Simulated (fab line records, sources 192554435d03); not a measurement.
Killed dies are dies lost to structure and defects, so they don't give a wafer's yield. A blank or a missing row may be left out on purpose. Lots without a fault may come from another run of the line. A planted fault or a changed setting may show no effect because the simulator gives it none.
fab line records | flow n5_finfet
record lots=6 wafers=18 last_day=16
route steps=1938 shown HKMG_FIN@450 BEOL_M4@1111 PASSIVATION@1936
lots that met no fault: from a run of the same line without faults
start_h: hours from the record's first day to the start of the lot's first wafer shown | wait_h: hours since the lot's step before | " the same as in the row above | L1.1+2: a row that stands for several wafers | - no value, or no start given | * or withheld: withheld | < > ~ a bound
route shown NAME@n: a module of which the file shows steps, and the number in the route of the first | usual: mean/standard deviation of fault-free wafers | same: alike in all rows | chamber/n: place in a boat | sites: the reading at each site | _std_site: their standard deviation | _edge_site: outer sites' mean less inner sites' | radius_mm: how far each site lies from the wafer's centre | mask NAME#n: copy n | behind: the tool/chamber that last shaped the wafer | hold: why the lot was held/for how many hours/how that ended | device: the transistor (n, p or np) that didn't switch | end of line: the same wafers' tests at the end of the route | a step without rows: its recipe alone | killed: dies lost to structure and defects at the first sort, not the wafer's yield | map: a wafer's dies, x killed, . not, _ none there
set.NAME: the setting as run; set.NAME@STEP: as run at that earlier step | model.NAME: the simulator's own value behind a step, which no gauge read
lots at some steps of the route; a table a step, a row a wafer
services: from which hour (start_h, from the record's first day; less than 0 if before it) a tool's chamber was out of use, for how many hours, and why
## steps
# step N5_HKMG_FIN_COAT_66
# recipe resist=SOC temp_c=250 time_s=60 spin_rpm=1500 resist_thk_nm=300
# step N5_HKMG_FIN_ETCH_67
# recipe chemistry=N2/H2 target=SOC target_depth_a=3889 stop_on=TiN ion_energy_ev=100 bias_w=61 pressure_mtorr=30 source_w=850 n2_flow_sccm=200 h2_flow_sccm=200
# step N5_HKMG_FIN_STRIP_90
# recipe chemistry=N2/H2 material=SOC time_s=20 power_w=500 temp_c=40 pressure_mtorr=50 rf_frequency_hz=6e+07 bias_power_w=8 h2_frac=0.5 n2_flow_sccm=300 h2_flow_sccm=300
# usual drypump_motor_current_A=5.8/0.49 oes_product_au=0.80/0.098 rf_vpp_V=54.2/0.88 showerhead_plenum_p_Torr=3.35/0.099 throttle_valve_pct=19.0/0.31
# columns lot.wafer tool chamber start_h wait_h drypump_motor_current_A oes_product_au rf_hours_counter_h rf_vpp_V showerhead_plenum_p_Torr throttle_valve_pct
L632.1 rie_diel-03 1 98.51 0.0 6.3 0.69 248 54.0 3.45 19.4
L632.2 " 0 " " 5.7 0.67 244 55.2 3.31 19.7
L632.4 " 2 " " 4.8 0.71 238 53.9 3.30 19.0
L636.1 rie_diel-03 0 121.57 0.0 5.8 0.66 255 55.0 3.30 19.8
L636.3 " 3 " " 6.1 0.87 35 53.9 3.42 18.9
L636.4 " 2 " " 4.8 0.70 - 54.2 3.30 19.0
L640.1 rie_diel-03 3 144.87 0.0 6.1 0.85 49 54.5 3.41 18.9
L640.2 " 1 " " 6.3 0.95 4 55.4 3.45 19.1
L640.4 " 3 " " 6.1 0.85 - 53.9 3.41 18.9
L641.3 rie_diel-03 1 151.13 0.0 6.2 0.93 6 55.1 3.45 19.1
L641.5 " 2 " " 4.8 0.68 - 54.3 3.29 19.0
L641.6 " 1 " " 6.3 0.93 - 55.3 3.45 19.1
L643.3 rie_diel-02 2 166.16 0.0 5.9 0.75 165 52.8 3.24 19.4
L643.5 " 1 " " 5.6 0.69 - 55.0 3.17 18.7
L643.6 " 2 " " 5.9 0.76 - 54.7 3.24 19.4
L647.1 rie_diel-03 0 191.58 0.0 5.8 0.94 10 54.8 3.29 19.4
L647.5 " 3 " " 6.1 0.82 - 55.3 3.40 18.9
L647.6 " 0 " " 5.8 0.94 - 55.7 3.29 19.4
# step N5_HKMG_FIN_WET_ETCH_73
# recipe chemistry=SC1 mix=1:2:40 temp_c=50 time_s=42.3 target_depth_nm=1.3 dry=ipa_marangoni rinse_time_s=30 rinse_temp_c=23
# step N5_HKMG_FIN_ETCHBACK_68
# recipe chemistry=Cl2/Ar stop_on=HfO2 target_depth_a=5 pressure_mtorr=10 icp_w=600 bias_w=60 Cl2_flow_sccm=40 Ar_flow_sccm=60
# step N5_HKMG_FIN_STRIP_69
# recipe chemistry=N2/H2 power_w=2500 temp_c=300 h2_frac=0.65 time_s=360 pressure_mtorr=withheld n2_flow_sccm=1750 h2_flow_sccm=3250
# usual drypump_motor_current_A=5.67/0.2 heater_power_w=462/67
# columns lot.wafer tool chamber start_h wait_h drypump_motor_current_A heater_power_w rf_hours_counter_h
L632.1 plasma_asher-01 0 98.84 0.1 5.52 436 38
L632.2 " 1 " " 5.74 410 38
L632.4 " 1 " " 5.76 409 -
L636.1 plasma_asher-02 1 121.86 0.1 5.47 464 97
L636.3 " 0 " " 6.02 607 -
L636.4 " 1 " " 5.42 462 -
L640.1 plasma_asher-02 1 145.21 0.1 5.53 455 102
L640.2 " 0 " " 6.00 590 102
L640.4 " 1 " " 5.48 459 -
L641.3 plasma_asher-01 1 151.58 0.2 5.77 415 -
L641.5 " 0 " " 5.48 437 -
L641.6 " 1 " " 5.77 409 -
L643.3 plasma_asher-01 0 166.67 0.2 5.54 423 -
L643.5 " 0 " " 5.52 426 -
L643.6 " 1 " " 5.74 418 -
L647.1 plasma_asher-01 0 191.89 0.1 5.50 434 58
L647.5 " 1 " " 5.77 414 -
L647.6 " 0 " " 5.49 443 -
# step N5_HKMG_FIN_ALD_21
# recipe material=TiN target_thk_a=15 temp_c=400 ald_precursor_family=TiCl4 ald_co_reactant=NH3 pulse_time_s=1 purge_time_s=3 co_reactant_purge_time_s=2 co_reactant_pulse_time_s=2 ald_cycles=68 pressure_torr=3
# usual heater_power_w=922/110 precursor_pulse_height_rel=1.001/0.02
# same ald_cycles=68
# columns lot.wafer tool chamber start_h wait_h heater_power_w precursor_pulse_height_rel
L632.1 ald_metal-03 0 99.22 0.3 1113 0.996
L632.2 " 1 " " 921 0.997
L632.4 " 3 " " 990 0.993
L636.1 ald_metal-03 2 122.25 0.3 797 1.022
L636.3 " 0 " " 1095 1.014
L636.4 " 3 " " 965 1.032
L640.1 ald_metal-01 3 145.59 0.3 806 0.989
L640.2 " 1 " " 750 1.001
L640.4 " 2 " " 864 1.014
L641.3 ald_metal-03 0 151.85 0.1 1095 1.020
L641.5 " 0 " " 1122 0.982
L641.6 " 3 " " 969 0.991
L643.3 ald_metal-04 2 166.93 0.1 1076 1.036
L643.5 " 2 " " 1054 0.984
L643.6 " 3 " " 903 1.014
L647.1 ald_metal-04 1 192.27 0.3 966 0.992
L647.5 " 3 " " 923 0.983
L647.6 " 0 " " 771 1.006
# step N5_HKMG_FIN_ALD_72
# recipe material=W target_thk_a=20 temp_c=300 pressure_torr=7.5 ald_precursor_family=WF6 ald_co_reactant=B2H6 pulse_time_s=1 purge_time_s=2 co_reactant_purge_time_s=2 co_reactant_pulse_time_s=3 ald_cycles=7
# usual heater_power_w=457/55 precursor_pulse_height_rel=0.999/0.019
# same ald_cycles=7
# columns lot.wafer tool chamber start_h wait_h heater_power_w precursor_pulse_height_rel
L632.1 cvd_w-02 1 99.58 0.2 399 1.004
L632.2 " 0 " " 486 1.037
L632.4 " 1 " " 382 1.002
L636.1 cvd_w-02 1 122.61 0.2 398 0.960
L636.3 " 0 " " 480 1.005
L636.4 " 1 " " 401 0.992
L640.1 cvd_w-02 0 145.95 0.2 494 0.977
L640.2 " 1 " " 397 0.979
L640.4 " 1 " " 403 0.984
L641.3 cvd_w-02 1 152.23 0.2 390 1.027
L641.5 " 0 " " 499 1.010
L641.6 " 1 " " 382 0.990
L643.3 cvd_w-02 0 167.31 0.2 491 0.968
L643.5 " 1 " " 402 1.012
L643.6 " 0 " " 500 1.002
L647.1 cvd_w-02 0 192.63 0.2 497 0.969
L647.5 " 1 " " 406 0.967
L647.6 " 0 " " 497 0.987
# step N5_HKMG_FIN_W_FILL_22
# recipe material=W target_thk_a=600 temp_c=400 pressure_torr=39.4 time_s=18.2
# step N5_HKMG_FIN_PRECLEAN_83
# recipe chemistry=DIW time_s=57.5 temp_c=23
# step N5_HKMG_FIN_SRD_84
# recipe dry_time_s=32 dry=n2_spin spin_rpm=1500
# step N5_HKMG_FIN_CMP_23
# recipe stop_on=SiNx t_overpolish_s=10 post_cmp_clean=rinse_only down_force_psi=4 platen_rpm=50.289 pad_velocity_m_s=1.0006 target_thk_nm=46.326
# usual edge_zone_pressure_frac=1.000/0.0048 head_pressure_psi=4.001/0.0095 motor_current_A=11.7/1.2 overpolish_run_s=10.000/0.0082 time_to_endpoint_s=11.1/2.1
# columns lot.wafer tool chamber start_h wait_h edge_zone_pressure_frac head_pressure_psi motor_current_A overpolish_run_s time_to_endpoint_s
L632.4 cmp-03 0 99.86 0.0 1.000 4.002 12.1 10.003 15.3
L632.1 " 1 " " 0.998 4.011 13.0 9.989 12.6
L632.2 " 2 " " 0.997 4.008 10.8 10.013 15.5
L636.3 cmp-01 0 122.79 0.0 1.003 3.986 9.4 10.002 8.8
L636.4 " 2 " " 1.003 4.000 12.7 10.012 11.5
L636.1 " 3 " " 0.998 3.999 11.2 9.990 10.1
L640.2 cmp-01 1 146.12 0.0 1.000 3.996 13.6 9.995 12.0
L640.1 " 2 " " 0.998 3.992 12.7 9.993 12.9
L640.4 " 3 " " 0.994 3.980 10.9 9.984 12.3
L641.3 cmp-02 1 152.38 0.0 1.007 3.998 12.5 9.991 8.2
L641.5 " 1 " " 1.008 4.006 12.0 9.996 10.2
L641.6 " 2 " " 1.014 4.006 13.7 10.005 11.5
L643.3 cmp-01 2 167.62 0.2 1.002 3.984 12.7 10.002 7.6
L643.5 " 0 " " 1.001 4.000 8.7 9.989 6.4
L643.6 " 1 " " 0.995 4.006 13.5 9.986 9.7
L647.1 cmp-03 1 193.07 0.3 0.996 4.005 12.3 10.004 12.3
L647.5 " 2 " " 0.996 4.001 11.2 10.003 13.6
L647.6 " 3 " " 1.008 3.996 10.5 9.992 11.7
# step N5_HKMG_FIN_CMP_94
# recipe stop_on=SiNx post_cmp_clean=w_dilute_nh4oh t_overpolish_s=4.7 down_force_psi=4 platen_rpm=50.289 pad_velocity_m_s=1.0006 target_thk_nm=43.299
# usual edge_zone_pressure_frac=1.000/0.0051 head_pressure_psi=4.001/0.0098 motor_current_A=11.7/1.1
# columns lot.wafer tool chamber start_h wait_h edge_zone_pressure_frac head_pressure_psi motor_current_A
L632.4 cmp-03 0 100.34 0.4 0.996 3.981 12.3
L632.1 " 1 " " 0.993 3.995 11.9
L632.2 " 2 " " 1.008 3.989 10.9
L636.3 cmp-01 0 123.27 0.4 1.002 3.999 9.3
L636.4 " 2 " " 1.006 3.998 12.9
L636.1 " 3 " " 0.997 3.999 10.4
L640.2 cmp-01 1 146.60 0.4 1.001 3.816 12.2
L640.1 " 2 " " 1.003 3.827 12.0
L640.4 " 3 " " 1.004 3.816 10.2
L641.3 cmp-02 1 152.86 0.4 0.998 4.002 12.5
L641.5 " 1 " " 1.000 4.001 11.7
L641.6 " 2 " " 0.994 3.994 12.8
L643.3 cmp-01 2 168.00 0.3 0.994 3.831 11.8
L643.5 " 0 " " 0.998 3.816 9.6
L643.6 " 1 " " 1.003 3.814 12.2
L647.1 cmp-03 1 193.40 0.2 1.003 4.008 11.8
L647.5 " 2 " " 1.002 3.996 11.3
L647.6 " 3 " " 1.002 4.003 10.9
# step N5_BEOL_M4_RC_MEAS_101
# usual DIBL_N=36.0/1.7 DIBL_P=35.8/2 IOFF_N=0.15/0.03 IOFF_P=0.20/0.037 ION_N=670/12 ION_P=460/7.2 SS_N=71.5/0.68 SS_P=73.2/0.65 VT_N=250/3.1 VT_P=-251/3.4
# columns lot.wafer tool chamber start_h wait_h DIBL_N[mV/V] DIBL_P[mV/V] IOFF_N[nA/um] IOFF_P[nA/um] ION_N[uA/um] ION_P[uA/um] SS_N[mV/dec] SS_P[mV/dec] VT_N[mV] VT_P[mV]
L632.1 prober-02 0 177.42 0.0 37.9 37.1 0.17 0.22 682 463 72.1 73.1 250 -249
L632.2 " 0 " " 36.6 36.4 0.15 0.22 675 463 70.4 72.6 252 -248
L632.4 " 0 " " 32.9 31.0 0.09 0.14 638 444 71.2 71.2 258 -255
L636.1 prober-01 0 208.96 0.0 38.7 39.7 0.21 0.25 689 466 72.3 74.0 251 -249
L636.3 " 0 " " 36.3 37.1 0.17 0.20 684 463 71.6 72.8 249 -251
L636.4 " 0 " " 37.2 37.7 0.17 0.21 676 463 71.8 73.4 252 -250
L641.3 prober-02 0 238.27 0.3 32.0 32.3 0.10 0.14 645 450 70.2 71.9 255 -254
L641.5 " 0 " " 35.3 35.9 0.14 0.20 657 455 71.6 72.8 252 -251
L641.6 " 0 " " 35.1 35.4 0.15 0.19 677 462 71.1 73.1 248 -253
L640.1 prober-01 0 243.61 0.0 38.3 37.8 0.17 0.24 676 469 72.2 74.1 251 -246
L640.2 " 0 " " 35.9 35.9 0.14 0.22 669 463 71.9 73.5 251 -247
L640.4 " 0 " " 36.1 33.7 0.13 0.18 646 451 71.4 72.9 254 -251
L643.3 prober-02 0 262.19 0.3 36.8 37.2 0.16 0.18 678 457 71.9 72.5 249 -254
L643.5 " 0 " " 36.6 38.0 0.16 0.21 671 464 72.1 73.4 251 -251
L643.6 " 0 " " 36.4 36.4 0.15 0.19 678 463 72.2 73.1 248 -251
L647.1 prober-01 0 274.39 0.0 36.4 38.1 0.17 0.19 674 454 71.5 73.0 248 -254
L647.5 " 0 " " 34.4 34.9 0.14 0.15 658 448 70.8 72.8 253 -256
L647.6 " 0 " " 33.5 34.8 0.11 0.15 668 452 70.2 73.1 256 -256
# step N5_PASSIVATION_PROBE_49
# usual defect_limited_yield=91.4/1.5 killed_at_M0_to_M3=32/9.8 killed_at_M4_up=15/5.6 killed_at_contacts=12/5.4 killed_at_front_end=40/13 killed_at_other=3.0/2.1 killed_dies=102/17 killed_on_rim=14/4.4 killed_open=67/13 killed_short=32/7.1 sort_bin_5_function=5.1/0.96 sort_bin_6_memory=3.2/0.7 sort_bin_8_speed=0.0/0.3 sort_n_pass=1078/18 sort_yield_pct=91.3/1.5
# same gross_dies=1180 killed_at_back_side=0 sort_bin_4_leakage[%]=0
# columns lot.wafer tool chamber start_h wait_h defect_limited_yield[%] killed_at_M0_to_M3 killed_at_M4_up killed_at_contacts killed_at_front_end killed_at_other killed_dies killed_on_rim killed_open killed_short sort_bin_5_function[%] sort_bin_6_memory[%] sort_bin_8_speed[%] sort_n_pass sort_yield_pct[%]
L632.1 prober-02 - 289.78 0.0 91.4 44 12 17 26 2 101 15 72 27 5.2 3.3 0 1079 91.4
L632.2 prober-02 - 289.83 0.1 89.8 52 13 6 48 1 120 16 87 33 6.1 3.6 0 1060 89.8
L632.4 prober-02 - 289.93 0.2 91.9 34 15 5 40 2 96 12 65 29 4.8 2.9 3.5 1043 88.4
L636.1 prober-01 - 315.24 0.0 92.8 22 23 8 27 5 85 13 56 27 4.4 2.5 0 1095 92.8
L636.3 prober-01 - 315.34 0.1 93.1 32 14 17 15 3 81 7 51 30 4.0 2.7 0 1099 93.1
L636.4 prober-01 - 315.39 0.2 93.4 28 14 14 21 1 78 6 47 29 3.7 2.6 0 1102 93.4
L640.1 prober-02 - 352.40 0.0 93.0 27 10 14 27 5 83 12 54 26 4.4 2.3 0 1097 93.0
L640.2 prober-02 - 352.45 0.1 93.9 30 10 10 22 0 72 12 45 23 3.4 2.5 0 1108 93.9
L640.4 prober-02 - 352.55 0.2 92.5 30 15 8 31 4 88 11 55 31 4.4 2.9 0 1092 92.5
L641.3 prober-01 - 352.58 0.1 91.6 38 6 9 40 6 99 14 51 41 4.0 3.9 0 1081 91.6
L641.5 prober-01 - 352.68 0.2 87.5 40 11 26 67 3 147 24 112 34 7.1 5.1 0 1033 87.5
L641.6 prober-01 - 352.73 0.3 87.7 56 17 14 54 4 145 21 100 44 7.5 4.4 0 1035 87.7
L647.1 prober-01 - 370.25 0.0 90.7 47 8 6 47 2 110 15 72 31 5.5 3.2 0 1070 90.7
L647.5 prober-01 - 370.45 0.2 90.6 28 12 10 54 7 111 16 72 23 5.0 3.5 0 1069 90.6
L647.6 prober-01 - 370.50 0.3 92.3 29 14 6 38 4 91 11 50 36 4.0 3.3 0 1089 92.3
L643.3 prober-01 - 375.81 0.1 91.4 37 18 7 37 2 101 15 63 33 4.2 4.1 0 1079 91.4
L643.5 prober-01 - 375.91 0.2 90.1 37 19 3 57 1 117 17 72 42 6.4 3.0 0 1063 90.1
L643.6 prober-01 - 375.96 0.3 91.4 29 22 12 37 1 101 13 72 28 4.6 3.4 0 1079 91.4
# killed by level:class
L632.1 MOL_CONTACT_COAG:geometric_particle:open=15 BEOL_M3:geometric_particle:open=9 FIN_SAQP:geometric_particle:short=7 BEOL_M0_SAQP:geometric_particle:open=7 BEOL_M2:geometric_particle:open=6 BEOL_M0:geometric_particle:open=5 BEOL_M1:geometric_particle:open=5 BEOL_M2:geometric_particle:short=5
L632.2 FIN_SAQP:geometric_particle:open=15 BEOL_M0_SAQP:geometric_particle:open=15 FIN_SAQP:geometric_particle:short=11 STI_FIN_REVEAL:geometric_particle:open=9 BEOL_M0_SAQP:geometric_particle:short=9 BEOL_M3:geometric_particle:open=9 BEOL_M2:geometric_particle:open=8 MOL_CONTACT_COAG:geometric_particle:open=6
L632.4 BEOL_M3:geometric_particle:open=13 FIN_SAQP:geometric_particle:open=11 BEOL_M2:geometric_particle:open=6 BEOL_M4:geometric_particle:open=6 DUMMY_GATE:geometric_particle:open=5 BEOL_M2:geometric_particle:short=5 STARTING-WAFER:geometric_particle:open=5 GATE_CUT:geometric_particle:short=4
L636.1 BEOL_M4:geometric_particle:open=9 MOL_CONTACT_COAG:geometric_particle:open=8 ILD0:geometric_particle:short=6 BEOL_M0_SAQP:geometric_particle:open=6 BEOL_M5:geometric_particle:open=5 ILD0:geometric_particle:open=4 BEOL_M3:geometric_particle:open=4 STARTING-WAFER:geometric_particle:short=4
L636.3 MOL_CONTACT_COAG:geometric_particle:open=12 BEOL_M2:geometric_particle:open=10 BEOL_M0_SAQP:geometric_particle:short=9 BEOL_M0_SAQP:geometric_particle:open=6 BEOL_M4:geometric_particle:open=6 MOL_CONTACT_COAG:geometric_particle:short=5 FIN_SAQP:geometric_particle:short=3 PASS1_CAP:geometric_particle:short=3
L636.4 MOL_CONTACT_COAG:geometric_particle:open=10 BEOL_M1:geometric_particle:open=8 BEOL_M0_SAQP:geometric_particle:short=7 STI_FIN_REVEAL:geometric_particle:open=6 BEOL_M4:geometric_particle:open=5 MOL_CONTACT_COAG:geometric_particle:short=4 BEOL_M2:geometric_particle:open=4 BEOL_M2:geometric_particle:short=4
L640.1 MOL_CONTACT_COAG:geometric_particle:open=14 BEOL_M0_SAQP:geometric_particle:open=7 FIN_SAQP:geometric_particle:short=6 BEOL_M3:geometric_particle:open=6 STI_FIN_REVEAL:geometric_particle:open=4 FIN_SAQP:geometric_particle:open=3 STI_FIN_REVEAL:geometric_particle:short=3 GATE_CUT:geometric_particle:short=3
L640.2 BEOL_M0_SAQP:geometric_particle:short=10 MOL_CONTACT_COAG:geometric_particle:open=8 FIN_SAQP:geometric_particle:short=5 BEOL_M0_SAQP:geometric_particle:open=5 FIN_SAQP:geometric_particle:open=4 BEOL_M2:geometric_particle:open=4 BEOL_M3:geometric_particle:open=4 DUMMY_GATE:geometric_particle:open=3
L640.4 BEOL_M0_SAQP:geometric_particle:short=13 GATE_CUT:geometric_particle:open=7 STI_FIN_REVEAL:geometric_particle:open=5 BEOL_M3:geometric_particle:open=5 BEOL_M8:geometric_particle:open=5 GATE_CUT:geometric_particle:short=4 MOL_CONTACT_COAG:geometric_particle:open=4 ILD0:geometric_particle:short=3
L641.3 FIN_SAQP:geometric_particle:short=11 BEOL_M0_SAQP:geometric_particle:short=10 BEOL_M0_SAQP:geometric_particle:open=9 STI_FIN_REVEAL:geometric_particle:open=8 MOL_CONTACT_COAG:geometric_particle:open=6 HKMG_FIN:area_etch=5 BEOL_M0:geometric_particle:open=4 DUMMY_GATE:geometric_particle:open=3
L641.5 STI_FIN_REVEAL:geometric_particle:open=21 MOL_CONTACT_COAG:geometric_particle:open=21 FIN_SAQP:geometric_particle:open=20 FIN_SAQP:geometric_particle:short=9 BEOL_M3:geometric_particle:open=9 BEOL_M1:geometric_particle:open=7 BEOL_M0_SAQP:geometric_particle:short=6 MOL_CONTACT_COAG:geometric_particle:short=5
L641.6 STI_FIN_REVEAL:geometric_particle:open=16 BEOL_M2:geometric_particle:open=12 MOL_CONTACT_COAG:geometric_particle:open=11 BEOL_M3:geometric_particle:open=10 FIN_SAQP:geometric_particle:open=8 BEOL_M2:geometric_particle:short=8 BEOL_M0_SAQP:geometric_particle:short=7 BEOL_M0_SAQP:geometric_particle:open=7
L647.1 BEOL_M2:geometric_particle:open=19 FIN_SAQP:geometric_particle:open=8 STI_FIN_REVEAL:geometric_particle:open=8 FIN_SAQP:geometric_particle:short=7 BEOL_M0_SAQP:geometric_particle:short=6 HKMG_FIN:area_etch=6 MOL_CONTACT_COAG:geometric_particle:open=5 BEOL_M0_SAQP:geometric_particle:open=5
L647.5 BEOL_M2:geometric_particle:open=11 STI_FIN_REVEAL:geometric_particle:open=10 MOL_CONTACT_COAG:geometric_particle:open=7 FIN_SAQP:geometric_particle:open=6 HKMG_FIN:area_etch=6 DUMMY_GATE:geometric_particle:open=5 GATE_CUT:geometric_particle:short=5 GATE_CUT:geometric_particle:open=5
L647.6 BEOL_M2:geometric_particle:open=9 BEOL_M3:geometric_particle:open=9 FIN_SAQP:geometric_particle:short=5 FIN_SAQP:geometric_particle:open=4 ILD0:geometric_particle:open=4 BEOL_M0_SAQP:geometric_particle:short=4 DUMMY_GATE:geometric_particle:open=3 ILD0:geometric_particle:short=3
L643.3 FIN_SAQP:geometric_particle:open=11 BEOL_M0_SAQP:geometric_particle:open=11 BEOL_M3:geometric_particle:open=8 FIN_SAQP:geometric_particle:short=7 BEOL_M0_SAQP:geometric_particle:short=6 BEOL_M1:geometric_particle:open=6 GATE_CUT:geometric_particle:short=5 MOL_CONTACT_COAG:geometric_particle:open=5
L643.5 FIN_SAQP:geometric_particle:open=12 GATE_CUT:geometric_particle:short=10 BEOL_M3:geometric_particle:open=9 STI_FIN_REVEAL:geometric_particle:open=7 FIN_SAQP:geometric_particle:short=6 BEOL_M5:geometric_particle:open=6 BEOL_M0_SAQP:geometric_particle:open=6 STARTING-WAFER:geometric_particle:short=5
L643.6 BEOL_M4:geometric_particle:open=14 MOL_CONTACT_COAG:geometric_particle:open=11 STI_FIN_REVEAL:geometric_particle:open=9 BEOL_M0_SAQP:geometric_particle:open=8 FIN_SAQP:geometric_particle:open=7 FIN_SAQP:geometric_particle:short=7 BEOL_M0_SAQP:geometric_particle:short=7 BEOL_M3:geometric_particle:open=5
## services
# columns tool chamber start_h hours kind
ald_metal-03 1 75.04 8.0 repair
cmp-02 - 79.15 1.1 repair
ald_metal-04 3 86.69 18.1 repair
rie_diel-02 0 91.45 11.1 repair
plasma_asher-02 - 94.49 0.5 repair
rie_diel-02 3 99.64 9.0 repair
cmp-01 - 100.42 13.8 pm
rie_diel-03 1 103.52 - clean
rie_diel-03 1 103.52 - consumable_replace:esc
rie_diel-03 1 103.52 - consumable_replace:focus_ring
cmp-02 - 113.09 4.0 pm
plasma_asher-02 - 115.07 5.4 repair
rie_diel-02 3 117.67 8.6 repair
cmp-01 - 121.61 1.0 repair
cmp-02 - 126.03 1.2 repair
ald_metal-04 2 134.49 3.6 repair
cvd_w-02 - 140.38 1.0 repair
cmp-01 - 147.65 1.7 repair
plasma_asher-01 - 156.58 0.9 repair
cmp-03 - 158.52 0.8 repair
cmp-03 - 165.89 4.2 repair
ald_metal-03 0 168.07 4.2 repair
plasma_asher-01 - 177.33 0.8 repair
cmp-01 - 180.66 6.0 pm
## key
first_sign step=N5_HKMG_FIN_CMP_94 reading=head_pressure_psi direction=down sigmas=18 usual=4.001 struck=3.820
effect none on later readings
met_at N5_HKMG_FIN_CMP_94
struck_wafers L640.1,L640.2,L640.4,L643.3,L643.5,L643.6
onset_between 123.27 146.60
fault kind=process_parameter_drift tool=cmp-01 chamber=- onset_h=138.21 steps=N5_HKMG_FIN_CMP_94 channel=down_force_psi offset=-0.18151 shape=step end_h=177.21 acts_in=these_recipes_only stated=4
